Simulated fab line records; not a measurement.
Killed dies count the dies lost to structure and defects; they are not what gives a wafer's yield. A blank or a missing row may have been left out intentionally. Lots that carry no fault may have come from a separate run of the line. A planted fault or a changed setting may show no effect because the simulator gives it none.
2 desks looking at one fault -- flow n5 finfet -- only its own numbers are on each desk; what lay behind them is given at the end

== AT THE TOOL OWNER'S DESK: rie diel-02 ==
The tool's own readings at N5_BEOL_M6_ETCH_41 (etches SiCN in CH3F/O2, target depth 29.7 nm, time 52 s): means of the sampled wafers that have a number, for each lot that ran on this tool. If a lot's mean is further than 4 standard deviations from the usual mean, the lot is out of limits and carries the mark OUT (the distance appears in the brackets).
Columns: A = drypump motor current A at N5_BEOL_M6_ETCH_41, usual 5.64 A; B = oes product au at N5_BEOL_M6_ETCH_41, usual 0.75 a.u.; C = rf vpp V at N5_BEOL_M6_ETCH_41, usual 297.4 V; D = run length s at N5_BEOL_M6_ETCH_41, usual 75.3 s; E = showerhead plenum p Torr at N5_BEOL_M6_ETCH_41, usual 2.00 Torr; F = throttle valve pct at N5_BEOL_M6_ETCH_41, usual 16.38 %
lot,first seen here,A,B,C,D,E,F
L957,day 10 08:06,5.59,0.70,296.6,75.5,1.97,16.66
L960,day 11 01:40,5.53,0.67,297.5,74.9,1.97,16.36
L959,day 11 07:13,5.67,0.70,297.0,75.5,2.00,16.58
L967,day 12 17:30,5.44,0.90,295.6,76.2,1.96,16.21
L966,day 12 17:54,5.60,0.80,296.8,76.2,1.99,16.46
Finding of this desk: none of the 5 lots has anything out of limits.

== METROLOGY DESK ==
What the gauges read, lot by lot, whatever tool the lot ran on: means of the sampled wafers that have a number. If a lot's mean is further than 4 standard deviations from the usual mean, the lot is out of limits and carries the mark OUT (the distance appears in the brackets).
Columns: A = cd nm at N5_BEOL_M6_CD_MEAS_28, usual 39.93 nm
lot,first seen here,A
L951,day 9 00:02,39.82
L957,day 10 07:16,39.73
L958,day 10 19:46,39.78
L960,day 11 01:04,40.06
L959,day 11 06:48,40.22
L964,day 12 10:29,40.02
L968,day 12 13:10,40.04
L967,day 12 17:02,40.05
L966,day 12 17:13,39.86
L972,day 13 20:22,39.95
L974,day 14 15:52,39.85
Finding of this desk: none of the 11 lots has anything out of limits.

== PUT TOGETHER ==
The desk of the tool owner found nothing out of limits.
At the metrology desk, nothing out of limits was observed.

== WHAT WAS PUT IN BY THE SIMULATOR ==
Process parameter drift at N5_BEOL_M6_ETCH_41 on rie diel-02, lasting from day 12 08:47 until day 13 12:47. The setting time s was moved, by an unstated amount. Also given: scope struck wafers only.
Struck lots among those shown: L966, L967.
